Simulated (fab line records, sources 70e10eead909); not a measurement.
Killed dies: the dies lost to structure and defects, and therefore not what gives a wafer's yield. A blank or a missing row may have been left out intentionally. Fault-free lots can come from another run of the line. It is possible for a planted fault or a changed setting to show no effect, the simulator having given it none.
Chamber matching -- flow nandHarc -- NHARC_A_STAIRCASE_DEP_156 on pecvd-04 has 3 sister chambers
The step deposits SiNx, target thk 50 nm. 6 wafers are shown with their chamber, then 9 later ones without.

WAFERS, EACH WITH ITS CHAMBER
wafer,chamber,heaterPowerW (W)
L076.6,1,871
L077.6,1,870
L081.5,0,729
L091.1,2,631
L091.3,0,702
L091.5,2,642

WAFERS MISSING THEIR CHAMBER
wafer,heaterPowerW (W)
L092.3,624
L092.4,631
L092.6,628
L094.1,787
L094.2,657
L094.5,668
L095.4,788
L095.5,610
L095.6,714

CHAMBER TAKEN BY EACH
wafer,from the rows above,in truth
L092.3,2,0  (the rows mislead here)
L092.4,2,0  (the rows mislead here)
L092.6,2,2
L094.1,can't be placed: 0 or 1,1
L094.2,2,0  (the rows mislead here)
L094.5,can't be placed: 2 or 0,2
L095.4,can't be placed: 0 or 1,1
L095.5,2,2
L095.6,0,0
Placed correctly: 3 of 9. Not placeable from these rows: 3 (in 3, the candidates include the true chamber). 3 placed wrongly.
How it was worked out, from the rows above alone: a wafer's distance from a chamber is the root of the sum, over the readings, of the square of ((its reading less the chamber's mean) divided by the reading's scatter). If the next closest chamber is less than 2 further off than the closest, the wafer can't be placed; otherwise it belongs to the closest. A chamber's mean is the mean of its shown wafers. How the scatter is found: for the shown wafers, subtract from each reading the mean of its chamber, square and add these, divide the total by (wafers less chambers), then take the root.
